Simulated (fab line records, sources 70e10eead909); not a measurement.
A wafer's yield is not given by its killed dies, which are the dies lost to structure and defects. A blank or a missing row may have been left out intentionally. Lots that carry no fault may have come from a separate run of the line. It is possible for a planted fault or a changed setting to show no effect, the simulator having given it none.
A struck lot beside a sound one -- flow nand harc -- 16 steps out of a route of 1302
Sound: these wafers, L585.1, L585.5, L585.6. Struck: wafer L596.1 (left out: L596.4, a lot-mate that was not struck); the cause follows at the end.
Order at every step that has rows: each side's tool, ch and its chambers, its first start. Under that, the readings that differ: sound wafers -- struck wafers -- difference of the means -- sigmas: that difference in standard deviations of wafers without a fault.
alike: readings with means less than 2 such deviations apart, plus words and numbers identical on both sides. not compared: withheld readings, readings lacking a value on some wafer, bounds such as >300 that could conceal the same value, and numbers that have no deviation in the record and whose values overlap.
Wherever a step has rows on one side only, a row that says differs or no value, or a row with sigmas, the two part there. Numbers that don't overlap but have no deviation are shown without sigmas and don't part them. A reading that every wafer of one side lacks parts them only if that side has two wafers or more.

NHARC_A_DECK1_JOINT_INSPECT_05:
  struck on defect inspect-02, day 19 20:23; sound on defect inspect-01, day 14 18:31
  alike: raw defect count
then NHARC_A_ONON_D2_DEP_00 (target thk 1000 nm), 1 step lacking rows for these wafers.
NHARC_A_ONON_D2_THK_MEAS_02: measures by ellipsometry.
  struck on film metro-01, day 19 20:58; sound on film metro-02, day 14 19:05
  alike: thk nm
then NHARC_A_ONON_D2_DEP_03 (target thk 1000 nm), 1 step lacking rows for these wafers.
NHARC_A_ONON_D2_THK_MEAS_05: measures by ellipsometry.
  struck on film metro-01, day 19 21:32; sound on film metro-01, day 14 19:39
  alike: thk nm
then NHARC_A_ONON_D2_DEP_06 (target thk 1000 nm), 1 step lacking rows for these wafers.
NHARC_A_ONON_D2_THK_MEAS_08: measures by ellipsometry.
  struck on film metro-01, day 19 22:05; sound on film metro-02, day 14 20:13
  alike: thk nm
then NHARC_A_ONON_D2_DEP_09 (target thk 1000 nm), 1 step lacking rows for these wafers.
NHARC_A_ONON_D2_THK_MEAS_11: measures by ellipsometry.
  struck on film metro-01, day 19 22:40; sound on film metro-02, day 14 20:47
  alike: thk nm
then NHARC_A_ONON_D2_DEP_12 (target thk 1000 nm), 1 step lacking rows for these wafers.
NHARC_A_ONON_D2_THK_MEAS_14: measures by ellipsometry.
  struck on film metro-01, day 19 23:13; sound on film metro-02, day 14 21:21
  alike: thk nm
then, 1 step without rows for these wafers: NHARC_A_ONON_D2_ANNEAL_15 (time 3600 s).
NHARC_A_ONON_D2_DEP_16: target thk 1000 nm.
  sound on pecvd onon-04 ch 0, day 15 04:13; struck on pecvd onon-04 ch 0, day 20 06:46
  alike: susceptor temp C
NHARC_A_ONON_D2_THK_MEAS_18: measures by ellipsometry.
  struck on film metro-01, day 20 07:16; sound on film metro-02, day 15 04:44
reading,sound,struck,difference,sigmas
thk nm (nm),1011 1008 1011,1534,+524,+52
then NHARC_A_ONON_D2_DEP_19 (target thk 1000 nm), 1 step lacking rows for these wafers.
-- jump in the record: it breaks off in module A_ONON_D2 and resumes in module END (first step shown: number 1302 of the route), and 11 days separate the struck wafers' starts before and after --
NHARC_END_SORT_01:
  only the struck wafers appear in the record here, on prober-02 ch 0 at day 31 17:10; the sound ones have no rows

== WHERE THEY PART ==
First at NHARC_A_ONON_D2_THK_MEAS_18; last, within this record, at NHARC_END_SORT_01.

WHY: the cause the simulator had injected
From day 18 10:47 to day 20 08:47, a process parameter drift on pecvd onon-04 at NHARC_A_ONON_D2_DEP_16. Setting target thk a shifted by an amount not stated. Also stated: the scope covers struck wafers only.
